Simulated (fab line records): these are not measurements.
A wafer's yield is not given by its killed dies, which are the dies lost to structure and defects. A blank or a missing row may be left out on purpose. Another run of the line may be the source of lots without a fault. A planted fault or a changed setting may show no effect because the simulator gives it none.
Which tool did it? / flow nandHarc / 13 lots, 39 wafers sampled, at 5 steps of a route of 1302

WHAT EACH GAUGE READ, for each wafer
NHARC_THIN_TSV_THK_MEAS_02: measures by ir. Usual: thkNm 2967 nm, standard deviation 200.
lot=L936; measured=day 22 22:43; on=filmMetro-02; thkNm (nm)=3199 2785 3270; flag=
lot=L937; measured=day 24 08:43; on=filmMetro-02; thkNm (nm)=3043 3140 2839; flag=
lot=L938; measured=day 24 06:21; on=filmMetro-02; thkNm (nm)=3054 3218 3543; flag=
lot=L939; measured=day 24 07:32; on=filmMetro-02; thkNm (nm)=2469 3047 2892; flag=
lot=L940; measured=day 25 05:35; on=filmMetro-02; thkNm (nm)=2987 2786 3128; flag=
lot=L942; measured=day 26 00:07; on=filmMetro-02; thkNm (nm)=3188 3001 2835; flag=
lot=L944; measured=day 26 20:28; on=filmMetro-01; thkNm (nm)=2790 2677 2734; flag=
lot=L945; measured=day 27 11:11; on=filmMetro-01; thkNm (nm)=3061; flag=
lot=L947; measured=day 28 03:18; on=filmMetro-01; thkNm (nm)=3223 3235; flag=
lot=L954; measured=day 31 14:34; on=filmMetro-01; thkNm (nm)=2957 2999 3077; flag=
lot=L955; measured=day 31 06:47; on=filmMetro-01; thkNm (nm)=2685 2750 2781; flag=
lot=L957; measured=day 32 01:29; on=filmMetro-01; thkNm (nm)=3053 2969 2879; flag=
lot=L959; measured=day 33 08:22; on=filmMetro-02; thkNm (nm)=3176 3030 3110; flag=

NHARC_THIN_TSV_CD_MEAS_16. Usual: cdNm 1000.3 nm, standard deviation 2.4.
lot=L936; measured=day 23 00:37; on=cdSem-01; cdNm (nm)=1000.1 1000.3 1000.6; flag=
lot=L937; measured=day 24 10:36; on=cdSem-03; cdNm (nm)=999.1 1000.5 999.2; flag=
lot=L938; measured=day 24 08:23; on=cdSem-02; cdNm (nm)=1000.3 996.5 1005.0; flag=
lot=L939; measured=day 24 09:33; on=cdSem-01; cdNm (nm)=999.3 1003.8 1000.0; flag=
lot=L940; measured=day 25 07:28; on=cdSem-02; cdNm (nm)=1002.6 1003.3 1000.0; flag=
lot=L942; measured=day 26 02:08; on=cdSem-02; cdNm (nm)=997.9 1001.1 1001.7; flag=
lot=L944; measured=day 26 22:23; on=cdSem-01; cdNm (nm)=1003.3 1001.9 1001.6; flag=
lot=L945; measured=day 27 13:14; on=cdSem-02; cdNm (nm)=999.9; flag=
lot=L947; measured=day 28 05:19; on=cdSem-01; cdNm (nm)=1001.0 1000.7; flag=
lot=L954; measured=day 31 16:35; on=cdSem-02; cdNm (nm)=999.6 999.7 997.8; flag=
lot=L955; measured=day 31 08:47; on=cdSem-01; cdNm (nm)=998.2 999.3 999.6; flag=
lot=L957; measured=day 32 03:31; on=cdSem-03; cdNm (nm)=1002.6 1003.5 1001.6; flag=
lot=L959; measured=day 33 10:23; on=cdSem-01; cdNm (nm)=1000.0 1002.4 1001.9; flag=

NHARC_END_SORT_01. Usual: defectLimitedYield 91.4 %, standard deviation 2.7; killedAtArray 53, standard deviation 19; killedAtOther 0.7, standard deviation 1.1; killedAtPeriphery 4.2, standard deviation 2.7; killedDies 58, standard deviation 18; killedOpen 3.1, standard deviation 1.9; killedShort 2.5, standard deviation 1.6; sort_bin_2_pct 3.0 %, standard deviation 1.2; sort_bin_3_pct 0.7 %, standard deviation 0.41; sort_bin_4_pct 4.9 %, standard deviation 1.5; sortNPass 619, standard deviation 18; sortRimYieldPct 90 %, standard deviation 4.1; sortYieldPct 91.4 %, standard deviation 2.7.
lot=L936; measured=day 23 15:38; on=prober-02; defectLimitedYield (%)=93.4 94.5 91.1; killedAtArray=41 36 59; killedAtOther=0 0 0; killedAtPeriphery=4 1 1; killedDies=45 37 60; killedOpen=7 1 3; killedShort=3 1 5; sort_bin_2_pct (%)=3.7 2.7 3.1; sort_bin_3_pct (%)=0.6 0.3 0.7; sort_bin_4_pct (%)=2.4 2.5 5.0; sortNPass=632 640 617; sortRimYieldPct (%)=89 91 90; sortYieldPct (%)=93.4 94.5 91.1; flag=
lot=L945; measured=day 28 03:56; on=prober-01; defectLimitedYield (%)=91.7 0 0; killedAtArray=52 56 61; killedAtOther=0 0 0; killedAtPeriphery=4 621 616; killedDies=56 677 677; killedOpen=3 2 1; killedShort=4 1 2; sort_bin_2_pct (%)=2.8 94.4 93.5; sort_bin_3_pct (%)=0.7 0.6 0.4; sort_bin_4_pct (%)=4.7 5.0 6.1; sortNPass=621 0 0; sortRimYieldPct (%)=90 0 0; sortYieldPct (%)=91.7 0 0; flag=OFF
lot=L947; measured=day 28 22:13; on=prober-02; defectLimitedYield (%)=90.5 0 93.1; killedAtArray=62 62 43; killedAtOther=0 0 2; killedAtPeriphery=2 615 2; killedDies=64 677 47; killedOpen=4 3 7; killedShort=1 2 3; sort_bin_2_pct (%)=3.4 94.2 2.4; sort_bin_3_pct (%)=0.6 0.6 0.7; sort_bin_4_pct (%)=5.5 5.2 3.8; sortNPass=613 0 630; sortRimYieldPct (%)=92 0 91; sortYieldPct (%)=90.5 0 93.1; flag=OFF
lot=L955; measured=day 31 22:53; on=prober-01; defectLimitedYield (%)=90.5 93.8 91.7; killedAtArray=60 41 56; killedAtOther=0 0 0; killedAtPeriphery=4 1 0; killedDies=64 42 56; killedOpen=4 1 1; killedShort=3 2 3; sort_bin_2_pct (%)=2.7 2.4 2.7; sort_bin_3_pct (%)=1.3 0.4 0.7; sort_bin_4_pct (%)=5.5 3.4 4.9; sortNPass=613 635 621; sortRimYieldPct (%)=92 91 91; sortYieldPct (%)=90.5 93.8 91.7; flag=

WHICH TOOL RAN EACH LOT (tool, then ch and the chambers of the sampled wafers, then the start)
lot=L936; NHARC_P_BONDPAD_PVD_27=pvdSputter-03, day 6 11:33; NHARC_THIN_TSV_PVD_19=pvdSputter-01, day 23 15:38 or earlier
lot=L937; NHARC_P_BONDPAD_PVD_27=pvdSputter-02, day 7 02:59; NHARC_THIN_TSV_PVD_19=pvdSputter-01, no start
lot=L938; NHARC_P_BONDPAD_PVD_27=pvdSputter-03, day 7 06:47; NHARC_THIN_TSV_PVD_19=pvdSputter-01, no start
lot=L939; NHARC_P_BONDPAD_PVD_27=pvdSputter-01, day 7 21:24; NHARC_THIN_TSV_PVD_19=pvdSputter-03, no start
lot=L940; NHARC_P_BONDPAD_PVD_27=pvdSputter-01, day 8 06:52; NHARC_THIN_TSV_PVD_19=pvdSputter-02, no start
lot=L942; NHARC_P_BONDPAD_PVD_27=pvdSputter-02, day 9 03:42; NHARC_THIN_TSV_PVD_19=pvdSputter-03, no start
lot=L944; NHARC_P_BONDPAD_PVD_27=pvdSputter-01, day 9 22:49; NHARC_THIN_TSV_PVD_19=pvdSputter-01, no start
lot=L945; NHARC_P_BONDPAD_PVD_27=pvdSputter-01, day 10 04:38; NHARC_THIN_TSV_PVD_19=pvdSputter-03, day 28 03:56 or earlier
lot=L947; NHARC_P_BONDPAD_PVD_27=pvdSputter-01, day 11 05:42; NHARC_THIN_TSV_PVD_19=pvdSputter-01, day 28 22:13 or earlier
lot=L954; NHARC_P_BONDPAD_PVD_27=pvdSputter-01, day 14 08:22; NHARC_THIN_TSV_PVD_19=pvdSputter-01, no start
lot=L955; NHARC_P_BONDPAD_PVD_27=pvdSputter-03, day 14 13:19; NHARC_THIN_TSV_PVD_19=pvdSputter-03, day 31 22:53 or earlier
lot=L957; NHARC_P_BONDPAD_PVD_27=pvdSputter-03, day 15 08:55; NHARC_THIN_TSV_PVD_19=pvdSputter-01, no start
lot=L959; NHARC_P_BONDPAD_PVD_27=pvdSputter-01, day 16 06:19; NHARC_THIN_TSV_PVD_19=pvdSputter-01, no start
- NHARC_P_BONDPAD_PVD_27: deposits Cu, target thk 30 nm, time 20.49 s.
- NHARC_THIN_TSV_PVD_19: deposits TaN, target thk 20 nm.

AS READ BY THE TOOLS THEMSELVES (means over the sampled wafers that have a number; for cases with no such wafer, the mark the record gives instead)
NHARC_P_BONDPAD_PVD_27. Usual: throttleValvePct 29.8 %, standard deviation 0.85.
lot=L936; tool=pvdSputter-03; throttleValvePct (%)=29.6; flag=
lot=L937; tool=pvdSputter-02; throttleValvePct (%)=29.6; flag=
lot=L938; tool=pvdSputter-03; throttleValvePct (%)=30.1; flag=
lot=L939; tool=pvdSputter-01; throttleValvePct (%)=30.1; flag=
lot=L940; tool=pvdSputter-01; throttleValvePct (%)=29.7; flag=
lot=L942; tool=pvdSputter-02; throttleValvePct (%)=29.6; flag=
lot=L944; tool=pvdSputter-01; throttleValvePct (%)=30.1; flag=
lot=L945; tool=pvdSputter-01; throttleValvePct (%)=29.6; flag=
lot=L947; tool=pvdSputter-01; throttleValvePct (%)=30.5; flag=
lot=L954; tool=pvdSputter-01; throttleValvePct (%)=30.0; flag=
lot=L955; tool=pvdSputter-03; throttleValvePct (%)=29.5; flag=
lot=L957; tool=pvdSputter-03; throttleValvePct (%)=30.0; flag=
lot=L959; tool=pvdSputter-01; throttleValvePct (%)=29.7; flag=

NHARC_THIN_TSV_PVD_19. Usual: throttleValvePct 30.0 %, standard deviation 0.65.
lot=L936; tool=pvdSputter-01; throttleValvePct (%)=30.0; flag=
lot=L937; tool=pvdSputter-01; throttleValvePct (%)=30.2; flag=
lot=L938; tool=pvdSputter-01; throttleValvePct (%)=30.5; flag=
lot=L939; tool=pvdSputter-03; throttleValvePct (%)=29.7; flag=
lot=L940; tool=pvdSputter-02; throttleValvePct (%)=30.0; flag=
lot=L942; tool=pvdSputter-03; throttleValvePct (%)=29.5; flag=
lot=L944; tool=pvdSputter-01; throttleValvePct (%)=30.3; flag=
lot=L945; tool=pvdSputter-03; throttleValvePct (%)=29.5; flag=
lot=L947; tool=pvdSputter-01; throttleValvePct (%)=30.5; flag=
lot=L954; tool=pvdSputter-01; throttleValvePct (%)=30.4; flag=
lot=L955; tool=pvdSputter-03; throttleValvePct (%)=29.9; flag=
lot=L957; tool=pvdSputter-01; throttleValvePct (%)=30.0; flag=
lot=L959; tool=pvdSputter-01; throttleValvePct (%)=30.1; flag=

THE ANSWER, worked out from the rows above alone
Rule: a lot counts as off when the mean over its wafers that have a number is more than 3 standard deviations away from the usual mean. A lot without any number at a reading at which 4 lots or more have one is off too. All remaining lots with rows at the step are treated as sound. The gauges are gone through in route order, then the tools' own readings, and for those a lot's mean is taken as printed above. The first step at which some lot is off is used, and at that step the reading that is off furthest; a lot without a number counts as furthest.
Off: L945, L947, at NHARC_END_SORT_01 (killedAtPeriphery). Neither off nor sound, because the step has no rows for them: L937, L938, L939, L940, L942, L944, L954, L957, L959.
If a tool, at a process step before that reading, ran all the lots that are off and no sound lot after the first of them, it fits. The gauges at NHARC_END_SORT_01 are tried like those tools. NHARC_THIN_TSV_PVD_19: start missing for some lots; hours and lot order therefore follow NHARC_END_SORT_01. One fits: NHARC_P_BONDPAD_PVD_27 on pvdSputter-01. It ran no sound lot before its first lot that is off in this sample, so the start can't be narrowed down.
On the lots that are off, the tool's own readings at NHARC_P_BONDPAD_PVD_27 differ by more than 5 times the standard deviation of the sound lots' means, which bears it out; throttleValvePct reads 30.1 % there versus 29.6 % on the sound lots.

WHAT THE SIMULATOR PUT IN
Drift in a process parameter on pvdSputter-01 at NHARC_P_BONDPAD_PVD_27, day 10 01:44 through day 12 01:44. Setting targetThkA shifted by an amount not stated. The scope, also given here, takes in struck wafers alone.
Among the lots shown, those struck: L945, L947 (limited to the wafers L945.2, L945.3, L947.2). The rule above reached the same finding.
